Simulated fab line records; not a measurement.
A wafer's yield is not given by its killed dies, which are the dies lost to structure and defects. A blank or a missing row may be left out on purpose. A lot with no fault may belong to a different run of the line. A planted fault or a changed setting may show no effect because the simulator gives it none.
Which tool is to blame? -- flow n5-finfet -- 9 lots, 27 wafers sampled, at 6 steps of a route of 1938

## WHAT THE GAUGES SHOWED, per wafer
N5_SD_ACTIVATION_RS_MEAS_03: measures by four-point-probe.
lot,measured,on,RS_SD_N (ohm/sq),RS_SD_P (ohm/sq)
L644,day 3 10:36,film-metro-01,22.5 22.3 22.1,57.7 56.7 58.0
L645,day 3 16:04,film-metro-01,22.3 22.2 21.9,56.2 57.3 56.6
L647,day 4 07:16,film-metro-02,21.7 21.6 21.9,57.0 56.9 56.8
L648,day 4 10:19,film-metro-02,22.0 22.0 21.9,56.1 55.9 56.4
L658,day 6 21:54,film-metro-02,18.5 18.4 18.2,55.9 56.0 56.4
L660,day 7 15:47,film-metro-02,18.5 18.5 18.6,57.2 56.5 56.6
L661,day 7 18:31,film-metro-01,21.7 21.9 22.3,57.0 57.3 57.5
L665,day 8 15:41,film-metro-01,21.5 21.7 22.1,55.7 56.1 55.3
L667,day 9 03:52,film-metro-02,22.3 22.1 22.0,56.5 56.8 57.3

N5_BEOL_M4_RC_MEAS_101.
lot,measured,on,DIBL_N (mV/V),DIBL_P (mV/V),IOFF_N (nA/um),IOFF_P (nA/um),IOFF_P_LONG (nA/um),ION_N (uA/um),ION_P (uA/um),RC_DENSE_N (ohm.um),RC_N (ohm.um),REXT_N (ohm.um),RS_SD_N (ohm/sq),SS_N (mV/dec),SS_P (mV/dec),VT_N (mV),VT_P (mV)
L644,day 7 20:59,prober-02,35.8 38.3 36.7,35.3 37.5 37.0,0.140 0.177 0.152,0.185 0.224 0.201,0.000104 0.000103 0.000103,661 671 670,459 462 465,19.1 18.7 18.6,15.51 15.23 15.16,75.7 73.7 74.3,29.3 28.7 28.8,71.2 72.1 71.2,72.5 73.1 72.9,250.8 248.6 249.0,-250 -247 -249
L645,day 8 03:10,prober-01,38.3 36.7 36.8,37.0 34.9 34.5,0.170 0.139 0.136,0.252 0.215 0.199,0.000112 0.000113 0.000114,673 661 669,472 462 468,18.5 18.5 18.7,15.09 15.04 15.24,73.2 73.5 73.4,28.7 28.7 28.1,71.9 71.2 70.9,73.3 73.9 73.2,252.2 254.3 253.8,-249 -248 -249
L647,day 9 04:06,prober-02,35.5 36.6 34.2,37.1 38.6 34.9,0.148 0.168 0.125,0.205 0.224 0.172,9.9e-05 9.7e-05 9.3e-05,671 675 659,465 460 456,19.4 18.8 19.6,16.04 15.44 16.05,76.4 76.6 76.9,27.8 27.9 28.1,71.2 71.8 70.9,73.5 73.5 72.6,253.1 249.6 253.6,-252 -252 -254
L648,day 9 19:38,prober-02,38.0 37.2 37.7,38.5 37.4 38.7,0.187 0.190 0.194,0.234 0.208 0.236,0.000107 0.000107 0.000104,682 691 687,462 466 461,19.1 19.1 19.3,15.32 15.34 15.75,69.6 69.0 70.3,28.6 28.5 28.6,72.1 72.5 72.0,74.0 72.4 73.9,247.6 245.4 246.8,-249 -251 -251
L658,day 11 18:43,prober-02,34.8 36.1 36.2,36.2 38.0 37.9,0.141 0.165 0.165,0.210 0.224 0.229,0.000209 0.000214 0.000223,674 691 679,457 454 459,16.2 16.2 15.8,13.22 13.11 12.76,68.0 68.1 67.5,24.7 24.6 24.1,71.8 71.4 71.8,73.9 73.7 73.7,253.2 252.8 249.2,-251 -251 -250
L660,day 11 22:12,prober-02,36.2 34.1 35.7,37.1 33.7 36.5,0.155 0.114 0.158,0.218 0.167 0.218,0.000229 0.00022 0.000224,672 673 690,448 450 461,15.6 15.4 16.2,12.83 12.58 13.22,68.7 67.8 69.1,24.6 24.7 24.5,70.8 70.5 71.3,73.0 72.9 73.6,249.0 254.6 249.1,-251 -257 -248
L661,day 12 07:55,prober-02,37.0 37.5 37.3,38.0 37.7 37.9,0.185 0.187 0.180,0.256 0.247 0.249,0.000113 0.000111 0.000114,686 677 680,470 460 467,18.9 18.8 18.9,15.42 15.38 15.33,76.4 76.2 77.3,28.4 28.5 29.2,71.1 72.3 71.8,73.8 73.7 73.4,248.4 250.2 248.8,-249 -247 -246
L665,day 13 10:22,prober-01,35.9 34.6 36.0,37.2 35.2 37.6,0.158 0.136 0.166,0.203 0.166 0.203,9.1e-05 8.9e-05 8.9e-05,675 668 682,467 458 463,18.8 18.9 19.1,15.39 15.33 15.47,73.0 73.6 73.8,28.2 28.4 28.6,71.4 70.9 71.8,73.2 73.3 73.5,251.6 251.9 249.8,-253 -258 -252
L667,day 14 04:43,prober-02,36.6 37.2 34.9,35.7 36.7 33.8,0.149 0.164 0.132,0.218 0.243 0.196,0.000104 0.000106 0.000103,661 665 667,460 458 467,19.1 19.0 18.6,15.69 15.41 15.09,77.4 75.9 76.3,28.5 28.7 28.4,71.8 72.8 71.7,73.4 73.9 72.7,251.6 250.0 254.0,-250 -248 -251

## EACH LOT AND THE TOOL THAT RAN IT (in order: tool; ch and the chambers of the sampled wafers; start)
lot,N5_SD_EPI_N_VAPOR_ETCH_50,N5_SD_ACTIVATION_LSA_01,N5_ILD0_LINER_00,N5_ILD0_CMP_07
L644,"epi-rpcvd-02 ch 0, day 3 01:46","laser-anneal-01 ch 0, day 3 10:24","ald-sin-04 ch 0,2,3, day 3 11:17","cmp-01 ch 0,1,3, day 3 14:00"
L645,"epi-rpcvd-04 ch 0, day 3 08:53","laser-anneal-02 ch 0, day 3 15:52","ald-sin-02 ch 0,1,2, day 3 16:32","cmp-01 ch 0,2,3, day 3 19:16"
L647,"epi-rpcvd-01 ch 0, day 3 23:35","laser-anneal-02 ch 0, day 4 07:05","ald-sin-04 ch 0,1,2, day 4 07:34","cmp-03 ch 0,1,3, day 4 10:22"
L648,"epi-rpcvd-02 ch 0, day 4 03:17","laser-anneal-01 ch 0, day 4 10:08","ald-sin-01 ch 0,2,3, day 4 10:37","cmp-03 ch 0,2,3, day 4 13:25"
L658,"epi-rpcvd-01 ch 0, day 6 13:55","laser-anneal-01 ch 0, day 6 21:42","ald-sin-01 ch 0,1,2, day 6 22:21","cmp-02 ch 1,2,3, day 7 01:05"
L660,"epi-rpcvd-01 ch 0, day 7 08:25","laser-anneal-01 ch 0, day 7 15:35","ald-sin-04 ch 1,2,3, day 7 16:25","cmp-02 ch 1,3, day 7 19:08"
L661,"epi-rpcvd-02 ch 0, day 7 08:37","laser-anneal-02 ch 0, day 7 18:19","ald-sin-02 ch 1,2, day 7 18:52","cmp-01 ch 2,3, day 7 21:41"
L665,"epi-rpcvd-02 ch 0, day 8 08:12","laser-anneal-02 ch 0, day 8 15:28","ald-sin-01 ch 0,2, day 8 16:20","cmp-03 ch 0,3, day 8 19:02"
L667,"epi-rpcvd-02 ch 0, day 8 20:44","laser-anneal-02 ch 0, day 9 03:40","ald-sin-04 ch 0,1,3, day 9 04:13","cmp-01 ch 0,1,2, day 9 07:16"
- N5_SD_EPI_N_VAPOR_ETCH_50: etches Si in HCl, time 54 s.
- N5_SD_ACTIVATION_LSA_01: time 0.0008 s.
- N5_ILD0_LINER_00: material SiNx, target thk 4 nm, pulse time 1 s, purge time 2 s.
- N5_ILD0_CMP_07: polishes SiO2 flowable, stops on poly-Si, t overpolish 1.18 s, target thk 138.88 nm.

## WHAT THE TOOLS THEMSELVES READ (means of the sampled wafers that have a number; where no wafer has one, the mark that the record gives instead)
N5_SD_EPI_N_VAPOR_ETCH_50.
lot,tool,throttle-valve-pct (%)
L644,epi-rpcvd-02,12.3
L645,epi-rpcvd-04,11.3
L647,epi-rpcvd-01,11.5
L648,epi-rpcvd-02,12.1
L658,epi-rpcvd-01,11.4
L660,epi-rpcvd-01,11.5
L661,epi-rpcvd-02,12.4
L665,epi-rpcvd-02,12.2
L667,epi-rpcvd-02,12.2

N5_SD_ACTIVATION_LSA_01.
lot,tool,wafer_temp_C_max
L644,laser-anneal-01,1089.2
L645,laser-anneal-02,1084.4
L647,laser-anneal-02,1083.7
L648,laser-anneal-01,1089.4
L658,laser-anneal-01,1121.9
L660,laser-anneal-01,1121.9
L661,laser-anneal-02,1083.9
L665,laser-anneal-02,1084.1
L667,laser-anneal-02,1084.1

N5_ILD0_LINER_00.
lot,tool,heater-power-w (W),precursor-pulse-height-rel
L644,ald-sin-04,865,0.995
L645,ald-sin-02,758,0.991
L647,ald-sin-04,836,1.006
L648,ald-sin-01,896,1.002
L658,ald-sin-01,848,1.002
L660,ald-sin-04,839,0.997
L661,ald-sin-02,759,0.986
L665,ald-sin-01,865,0.997
L667,ald-sin-04,804,0.993

N5_ILD0_CMP_07.
lot,tool,motor-current-A (A)
L644,cmp-01,11.5
L645,cmp-01,11.9
L647,cmp-03,13.3
L648,cmp-03,14.2
L658,cmp-02,11.9
L660,cmp-02,11.9
L661,cmp-01,11.2
L665,cmp-03,15.0
L667,cmp-01,11.6

## THE ANSWER, worked out from the rows above alone
Rule: what is usual is taken from the lots themselves. Put in order of their means at a reading, lots are off if they are a third of the lots or fewer, leave a main group of 4 or more, and stand apart from it by a gap of 3 or more times the standard deviation of the main group's means; of several such gaps the widest counts. If all means in a main group match to the digits the tables above print for the reading, that group is not used. A lot without any number at a reading at which 4 lots or more have one is off too. Any other lot the step has rows for is counted as sound. The gauges are gone through in route order, then the tools' own readings, and for those a lot's mean is taken as printed above. At the first step where some lot is off, the reading lying furthest off is the one used; lots without a number count as furthest.
Off: L658, L660, at N5_SD_ACTIVATION_RS_MEAS_03 (RS_SD_N). The main group: mean 22.0 ohm/sq, standard deviation 0.19.
A tool fits if, at a process step before that reading, it ran every lot that is off, and no sound lot after the first of them. The gauges at N5_SD_ACTIVATION_RS_MEAS_03 aren't tried: what is off there is off at N5_BEOL_M4_RC_MEAS_101 too, on other tools, and a gauge's error can't cause that. This does not decide it: 2 tools fit, namely epi-rpcvd-01 at N5_SD_EPI_N_VAPOR_ETCH_50 and laser-anneal-01 at N5_SD_ACTIVATION_LSA_01.

## WHAT HAD BEEN PUT IN BY THE SIMULATOR
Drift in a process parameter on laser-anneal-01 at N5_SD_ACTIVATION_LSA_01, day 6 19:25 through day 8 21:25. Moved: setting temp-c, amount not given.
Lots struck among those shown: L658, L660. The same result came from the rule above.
